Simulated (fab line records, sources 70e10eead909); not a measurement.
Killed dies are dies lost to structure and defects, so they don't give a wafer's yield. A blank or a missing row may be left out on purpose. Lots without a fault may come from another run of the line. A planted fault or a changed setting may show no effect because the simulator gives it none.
fab line records | flow nand_harc
record lots=7 wafers=21 last_day=33
route steps=1302 shown A_STAIRCASE@707
lots that met no fault: from a run of the same line without faults
start_h: hours from the record's first day to the start of the lot's first wafer shown | wait_h: hours since the lot's step before | " the same as in the row above | L1.1+2: a row that stands for several wafers | - no value, or no start given | * or withheld: withheld | < > ~ a bound
route shown NAME@n: a module of which the file shows steps, and the number in the route of the first | usual: mean/standard deviation of fault-free wafers | same: alike in all rows | chamber/n: place in a boat | sites: the reading at each site | _std_site: their standard deviation | _edge_site: outer sites' mean less inner sites' | radius_mm: how far each site lies from the wafer's centre | mask NAME#n: copy n | behind: the tool/chamber that last shaped the wafer | hold: why the lot was held/for how many hours/how that ended | device: the transistor (n, p or np) that didn't switch | end of line: the same wafers' tests at the end of the route | a step without rows: its recipe alone | killed: dies lost to structure and defects at the first sort, not the wafer's yield | map: a wafer's dies, x killed, . not, _ none there
set.NAME: the setting as run; set.NAME@STEP: as run at that earlier step | model.NAME: the simulator's own value behind a step, which no gauge read
lots at some steps of the route; a table a step, a row a wafer
services: from which hour (start_h, from the record's first day; less than 0 if before it) a tool's chamber was out of use, for how many hours, and why
## steps
# step NHARC_A_STAIRCASE_TRIM_193
# recipe time_s=211.2 o2_flow_sccm=500 ar_flow_sccm=0 bias_w=0 chemistry=O2
# usual drypump_motor_current_A=6.1/0.41 oes_product_au=0.999/0.0068 rf_vpp_V=57.8/0.86 showerhead_plenum_p_Torr=3.52/0.16 throttle_valve_pct=17.037/0.0096
# columns lot.wafer tool chamber start_h wait_h drypump_motor_current_A oes_product_au rf_hours_counter_h rf_vpp_V showerhead_plenum_p_Torr throttle_valve_pct
L689.4 rie_diel-12 3 - - 5.9 1.005 42 56.9 3.78 17.037
L689.3 " 0 " " 6.2 1.004 34 57.1 3.42 17.020
L689.5 " 3 " " 5.9 0.990 - 58.1 3.78 17.037
L691.1 rie_diel-13 2 - - 6.0 1.001 27 57.8 3.54 17.039
L691.2 " 1 " " 6.4 0.993 13 56.9 3.29 17.038
L691.4 " 3 " " 6.6 0.996 - 57.0 3.38 17.040
L696.1 rie_diel-12 0 - - 6.2 0.994 5 58.2 3.41 17.024
L696.2 " 1 " " 6.3 0.984 7 59.6 3.80 17.013
L696.5 " 2 " " 6.3 0.996 - 57.7 3.48 17.041
L698.3 rie_diel-03 0 - - 6.0 0.993 2 59.3 3.52 17.028
L698.1 " 3 " " 6.2 1.000 2 56.8 3.50 17.038
L698.6 " 0 " " 6.0 1.001 - 57.8 3.52 17.049
L699.4 rie_diel-13 0 - - 6.0 0.995 29 58.4 3.54 17.017
L699.1 " 1 " " 6.4 0.988 29 58.0 3.28 17.031
L699.3 " 2 " " 6.0 0.988 48 58.2 3.53 17.035
L707.2 rie_diel-13 3 - - 6.6 0.998 15 58.9 3.36 17.041
L707.4 " 0 " " 6.0 1.010 14 56.9 3.52 17.056
L707.1 " 2 " " 6.0 1.002 14 57.8 3.52 17.029
L709.4 rie_diel-03 0 - - 6.0 1.010 31 58.0 3.50 17.022
L709.1 " 2 " " 5.0 0.998 25 56.6 3.43 17.060
L709.6 " 1 " " 5.2 1.002 - 57.0 3.75 17.042
# step NHARC_A_STAIRCASE_ETCH_194
# recipe target_depth_a=1000 time_s=40.5 ion_energy_ev=400 c4f8_flow_sccm=20 o2_flow_sccm=10 ar_flow_sccm=withheld rf_w=600 bias_w=1000 chemistry=C4F8/O2
# step NHARC_A_STAIRCASE_TRIM_196
# recipe time_s=211.2 o2_flow_sccm=500 ar_flow_sccm=0 bias_w=0 chemistry=O2
# step NHARC_A_STAIRCASE_ETCH_197
# recipe target_depth_a=1000 time_s=40.5 ion_energy_ev=400 c4f8_flow_sccm=20 o2_flow_sccm=10 ar_flow_sccm=withheld rf_w=600 bias_w=1000 chemistry=C4F8/O2
# usual oes_product_au=0.952/0.017 rf_vpp_V=896/5.8
# columns lot.wafer tool chamber start_h wait_h oes_product_au rf_hours_counter_h rf_vpp_V
L689.4 rie_diel-12 1 - - 0.954 42 887
L689.3 " 2 " " 0.945 47 895
L689.5 " 1 " " 0.947 - 886
L691.1 rie_diel-03 3 - - 0.959 38 896
L691.4 " 0 " " 0.950 40 896
L691.2 " 2 " " 0.965 37 891
L696.2 rie_diel-03 1 - - 0.966 1 906
L696.1 " 2 " " 0.958 1 894
L696.5 " 0 " " 0.972 - 896
L698.3 rie_diel-03 0 - - 0.939 2 896
L698.1 " 1 " " 0.942 2 904
L698.6 " 2 " " 0.949 - 895
L699.1 rie_diel-13 0 - - 0.950 29 896
L699.3 " 1 " " 0.944 29 888
L699.4 " 3 " " 0.924 46 889
L707.2 rie_diel-12 3 - - 0.983 43 904
L707.4 " 1 " " 0.964 45 905
L707.1 " 2 " " 0.974 48 893
L709.1 rie_diel-13 0 - - 0.946 15 896
L709.4 " 2 " " 0.942 15 896
L709.6 " 1 " " 0.947 - 905
# step NHARC_A_STAIRCASE_TRIM_198
# recipe time_s=211.2 o2_flow_sccm=500 ar_flow_sccm=0 bias_w=0 chemistry=O2
# step NHARC_A_STAIRCASE_ETCH_199
# recipe target_depth_a=1000 time_s=40.5 ion_energy_ev=400 c4f8_flow_sccm=20 o2_flow_sccm=10 ar_flow_sccm=withheld rf_w=600 bias_w=1000 chemistry=C4F8/O2
# step NHARC_A_STAIRCASE_TRIM_200
# recipe time_s=211.2 o2_flow_sccm=500 ar_flow_sccm=0 bias_w=0 chemistry=O2
# usual drypump_motor_current_A=6.0/0.45 oes_product_au=1.000/0.0069 rf_vpp_V=57.6/0.93 showerhead_plenum_p_Torr=3.52/0.16 throttle_valve_pct=17.037/0.0094
# columns lot.wafer tool chamber start_h wait_h drypump_motor_current_A oes_product_au rf_hours_counter_h rf_vpp_V showerhead_plenum_p_Torr throttle_valve_pct
L689.3 rie_diel-12 3 - - 5.9 0.996 43 59.1 3.78 17.044
L689.4 " 1 " " 6.2 1.002 42 56.1 3.27 17.028
L689.5 " 0 " " 6.2 1.007 - 57.6 3.42 17.031
L691.4 rie_diel-03 2 - - 5.0 0.993 37 57.7 3.45 17.039
L691.2 " 3 " " 6.2 1.004 38 57.5 3.50 17.050
L691.1 " 0 " " 6.0 0.994 40 56.5 3.53 17.055
L696.2 rie_diel-03 1 - - 5.2 0.999 1 58.2 3.77 17.048
L696.1 " 3 " " 6.2 0.997 1 57.4 3.50 17.042
L696.5 " 1 " " 5.2 1.001 - 59.0 3.77 17.045
L698.1 rie_diel-03 2 - - 5.0 0.990 2 56.9 3.45 17.027
L698.3 " 3 " " 6.1 0.993 2 57.3 3.50 17.018
L698.6 " 0 " " 6.0 1.001 - 57.9 3.52 17.027
L699.4 rie_diel-13 1 - - 6.4 1.006 30 56.7 3.28 17.038
L699.1 " 3 " " 6.6 0.983 46 56.7 3.37 17.033
L699.3 " 0 " " 6.0 0.996 29 57.7 3.54 17.045
L707.1 rie_diel-12 3 - - 5.9 1.003 44 57.0 3.74 17.033
L707.4 " 1 " " 6.2 1.005 45 57.6 3.78 17.042
L707.2 " 2 " " 6.3 1.008 48 57.1 3.45 17.031
L709.4 rie_diel-13 2 - - 6.0 1.005 16 59.0 3.52 17.046
L709.1 " 1 " " 6.4 1.005 11 59.4 3.80 17.041
L709.6 " 3 " " 6.6 1.002 - 58.1 3.35 17.037
# step NHARC_A_STAIRCASE_ETCH_201
# recipe target_depth_a=1000 time_s=40.5 ion_energy_ev=400 c4f8_flow_sccm=20 o2_flow_sccm=10 ar_flow_sccm=withheld rf_w=600 bias_w=1000 chemistry=C4F8/O2
# step NHARC_A_STAIRCASE_TRIM_202
# recipe time_s=211.2 o2_flow_sccm=500 ar_flow_sccm=0 bias_w=0 chemistry=O2
# usual drypump_motor_current_A=6.0/0.47 oes_product_au=1.001/0.008 rf_vpp_V=57.8/0.9 showerhead_plenum_p_Torr=3.51/0.16 throttle_valve_pct=17.037/0.01
# columns lot.wafer tool chamber start_h wait_h drypump_motor_current_A oes_product_au rf_hours_counter_h rf_vpp_V showerhead_plenum_p_Torr throttle_valve_pct
L689.3 rie_diel-12 3 - - 5.9 1.012 43 57.4 3.78 17.028
L689.4 " 0 " " 6.2 1.006 34 59.1 3.42 17.026
L689.5 " 1 " " 6.2 1.004 - 57.1 3.27 17.034
L691.2 rie_diel-03 2 - - 5.0 0.998 37 57.9 3.45 17.035
L691.1 " 0 " " 6.0 0.997 40 57.9 3.53 17.043
L691.4 " 1 " " 5.2 0.994 37 56.9 3.78 17.030
L696.2 rie_diel-03 1 - - 5.2 1.022 1 57.6 3.78 17.027
L696.1 " 0 " " 6.0 1.004 1 58.8 3.52 17.033
L696.5 " 2 " " 5.0 1.006 - 58.3 3.45 17.023
L698.1 rie_diel-03 1 - - 5.2 1.004 2 58.3 3.77 17.040
L698.3 " 3 " " 6.2 1.004 2 57.4 3.50 17.039
L698.6 " 1 " " 5.2 0.996 - 59.1 3.77 17.011
L699.4 rie_diel-13 0 - - 6.0 0.990 29 56.8 3.54 17.036
L699.1 " 2 " " 6.0 0.985 49 57.5 3.53 17.032
L699.3 " 3 " " 6.6 0.995 46 57.6 3.37 17.027
L707.4 rie_diel-12 2 - - 6.3 0.990 48 59.5 3.45 17.047
L707.2 " 3 " " 5.9 0.994 44 58.5 3.74 17.031
L707.1 " 1 " " 6.3 1.000 46 59.9 3.78 17.021
L709.4 rie_diel-13 2 - - 6.0 1.005 18 58.5 3.52 17.044
L709.1 " 0 " " 6.0 1.000 21 58.2 3.52 17.038
L709.6 " 2 " " 6.0 1.000 - 60.3 3.52 17.042
# step NHARC_A_STAIRCASE_ETCH_203
# recipe target_depth_a=1000 time_s=40.5 ion_energy_ev=400 c4f8_flow_sccm=20 o2_flow_sccm=10 ar_flow_sccm=withheld rf_w=600 bias_w=1000 chemistry=C4F8/O2
# usual oes_product_au=0.944/0.01 rf_vpp_V=895/5.6
# columns lot.wafer tool chamber start_h wait_h oes_product_au rf_hours_counter_h rf_vpp_V
L689.3 rie_diel-12 0 - - 0.948 34 895
L689.4 " 1 " " 0.954 43 889
L689.5 " 3 " " 0.960 - 905
L691.4 rie_diel-03 0 - - 0.935 40 897
L691.1 " 1 " " 0.932 37 905
L691.2 " 2 " " 0.934 38 894
L696.2 rie_diel-03 3 - - 0.941 1 895
L696.1 " 1 " " 0.945 1 905
L696.5 " 0 " " 0.947 - 896
L698.1 rie_diel-03 1 - - 0.957 2 904
L698.3 " 3 " " 0.945 2 894
L698.6 " 1 " " 0.950 - 905
L699.1 rie_diel-13 2 - - 0.934 49 895
L699.3 " 3 " " 0.942 46 890
L699.4 " 0 " " 0.937 29 896
L707.4 rie_diel-12 3 - - 0.931 44 903
L707.2 " 0 " " 0.953 39 891
L707.1 " 1 " " 0.960 46 904
L709.1 rie_diel-13 0 - - 0.956 21 896
L709.4 " 1 " " 0.956 16 906
L709.6 " 0 " " 0.950 - 896
# step NHARC_A_STAIRCASE_STRIP_205
# recipe power_w=1500 temp_c=250 chemistry=O2
# usual drypump_motor_current_A=5.5/0.38 heater_power_w=319/9.8
# columns lot.wafer tool chamber start_h wait_h drypump_motor_current_A heater_power_w rf_hours_counter_h
L689.3 plasma_asher-02 1 384.81 0.2 5.1 296 -
L689.4 " 0 " " 5.4 327 -
L689.5 " 1 " " 5.1 311 -
L691.2 plasma_asher-02 0 422.28 0.1 5.4 325 33
L691.1 " 1 " " 5.1 310 33
L691.4 " 1 " " 5.1 308 -
L696.1 plasma_asher-02 1 471.57 0.1 - - -
L696.2 " 0 " " - - -
L696.5 " 0 " " - - -
L698.1 plasma_asher-01 1 473.89 0.1 - - -
L698.3 " 1 " " - - -
L698.6 " 1 " " - - -
L699.1 plasma_asher-01 0 488.01 0.1 - - -
L699.3 " 0 " " - - -
L699.4 " 1 " " - - -
L707.2 plasma_asher-02 0 574.16 0.1 5.5 333 28
L707.1 " 1 " " 5.1 306 28
L707.4 " 0 " " 5.4 327 -
L709.1 plasma_asher-01 1 581.67 0.2 5.4 316 35
L709.4 " 1 " " 5.4 303 -
L709.6 " 0 " " 6.1 321 -
# step NHARC_A_STAIRCASE_STRIP_206
# recipe time_s=900 temp_c=130 chemistry=SPM
## services
# columns tool chamber start_h hours kind
rie_diel-13 3 361.39 11.8 repair
rie_diel-03 0 363.88 - clean
rie_diel-03 1 363.88 - clean
rie_diel-03 2 363.88 - clean
rie_diel-03 3 363.88 - clean
rie_diel-13 1 377.44 22.5 repair
rie_diel-03 0 388.38 - clean
rie_diel-03 1 388.38 - clean
rie_diel-03 2 388.38 - clean
rie_diel-03 3 388.38 - clean
rie_diel-13 0 393.35 49.3 repair
plasma_asher-02 - 400.65 1.1 repair
plasma_asher-01 - 408.28 6.2 repair
plasma_asher-02 - 426.00 9.0 pm
rie_diel-13 1 441.15 3.3 repair
rie_diel-12 - 446.18 9.0 pm
rie_diel-13 1 448.55 5.9 repair
rie_diel-03 - 458.33 9.0 pm
rie_diel-12 - 488.80 1.9 repair
plasma_asher-02 - 498.03 0.9 repair
rie_diel-12 2 505.50 4.2 repair
rie_diel-13 - 519.08 9.0 pm
rie_diel-03 1 519.91 10.9 repair
rie_diel-03 3 561.84 2.6 repair
## key
first_sign step=NHARC_A_STAIRCASE_STRIP_205 reading=tool_record direction=missing
effect none on later readings
met_at NHARC_A_STAIRCASE_STRIP_205
struck_wafers L696.1,L696.2,L696.5,L698.1,L698.3,L698.6,L699.1,L699.3,L699.4
tester_left_out L696,L698,L699
onset_between 422.28 471.57
fault kind=skipped_step_whole tool=plasma_asher-01,plasma_asher-02 chamber=- onset_h=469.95 steps=NHARC_A_STAIRCASE_STRIP_205 scope=struck_lots_only
# tester_left_out: of these lots the tester's yield and bins aren't shown, on N5 and GAA mostly nor the transistor test; their killed dies are dies lost to structure and defects alone, not to doping, threshold or leakage, so they don't give the yield
